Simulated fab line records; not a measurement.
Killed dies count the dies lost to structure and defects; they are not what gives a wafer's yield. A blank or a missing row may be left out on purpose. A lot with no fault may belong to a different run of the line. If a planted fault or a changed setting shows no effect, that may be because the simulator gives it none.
Matching of chambers -- flow n5Finfet -- 4 sister chambers for N5_GATE_CUT_ETCH_28 on rieDiel-03
The step etches underlayer in N2/H2, target depth 13 nm, time 10.4 s. 39 wafers are shown with their chamber, then 12 later ones without.

== WAFERS WITH THEIR CHAMBER ==
wafer,chamber,drypumpMotorCurrentA (A),showerheadPlenumPTorr (Torr),rfVppV (V)
L074.1,3,6.3,2.49,522.6
L074.3,1,6.0,2.55,523.4
L074.5,2,6.1,2.62,526.1
L077.1,2,6.2,2.62,527.6
L077.2,3,6.3,2.49,521.9
L077.3,0,4.9,2.45,522.4
L077.4,1,6.1,2.55,525.6
L077.5,1,6.1,2.55,525.6
L077.6,0,4.9,2.45,521.8
L078.1,1,6.1,2.55,524.6
L078.2,2,6.2,2.62,525.6
L078.3,0,4.9,2.45,521.2
L078.4,3,6.3,2.49,522.9
L078.5,1,6.1,2.55,522.3
L078.6,0,4.9,2.45,523.1
L080.1,3,6.3,2.49,523.5
L080.2,0,4.9,2.45,520.8
L080.3,1,6.0,2.54,524.4
L080.4,2,6.2,2.62,525.2
L080.5,3,6.3,2.49,523.8
L080.6,2,6.2,2.62,525.8
L082.1,0,4.9,2.45,522.1
L082.4,3,6.3,2.49,521.9
L082.5,0,4.9,2.45,521.4
L085.1,2,6.2,2.61,527.1
L085.2,1,6.0,2.54,524.9
L085.3,0,4.9,2.44,519.6
L085.4,3,6.3,2.48,522.5
L085.5,2,6.1,2.61,526.8
L085.6,1,6.1,2.54,523.1
L087.2,0,4.9,2.44,522.1
L087.3,1,6.1,2.54,523.8
L087.6,1,6.1,2.54,524.6
L090.3,0,4.9,2.44,520.0
L090.4,3,6.3,2.48,522.6
L090.6,0,4.9,2.44,520.3
L091.2,3,6.3,2.48,522.4
L091.5,3,6.3,2.48,522.3
L091.6,0,4.9,2.44,521.6

SIGNATURES (averages over the wafers above)
reading,chamber 0,chamber 1,chamber 2,chamber 3,scatter within a chamber
drypumpMotorCurrentA,4.900,6.070,6.171,6.300,0.0318
showerheadPlenumPTorr,2.4458,2.5450,2.6171,2.4860,0.00514
rfVppV,521.367,524.230,526.314,522.640,0.93
Rule: for a wafer and a chamber, the distance is found by dividing, reading by reading, the gap between the wafer's reading and the chamber's mean by the reading's scatter, squaring, summing and taking the root. If the next closest chamber is less than 2 further off than the closest, the wafer can't be placed; otherwise it belongs to the closest. The scatter: the root of (the sum of the squares of (reading less its chamber's mean) over the shown wafers, divided by (wafers less chambers)).

== WAFERS MISSING THEIR CHAMBER ==
wafer,drypumpMotorCurrentA (A),showerheadPlenumPTorr (Torr),rfVppV (V)
L094.3,6.3,2.48,523.5
L094.5,6.1,2.60,525.1
L094.6,6.0,2.53,524.4
L096.1,6.1,2.53,523.0
L096.2,6.3,2.48,522.4
L096.3,4.9,2.44,519.7
L096.4,6.0,2.53,522.6
L096.5,6.3,2.48,522.9
L096.6,4.9,2.43,520.1
L097.3,6.3,2.48,522.2
L097.4,6.3,2.48,522.4
L097.5,4.9,2.43,520.1

== WHICH CHAMBER EACH ONE RAN IN ==
wafer,from the rows above,in truth
L094.3,3,3
L094.5,2,2
L094.6,1,1
L096.1,1,1
L096.2,3,3
L096.3,0,0
L096.4,1,1
L096.5,3,3
L096.6,0,0
L097.3,3,3
L097.4,3,3
L097.5,0,0
12 of 12 placed correctly. Number that these rows cannot place: 0. Number placed wrongly: 0.
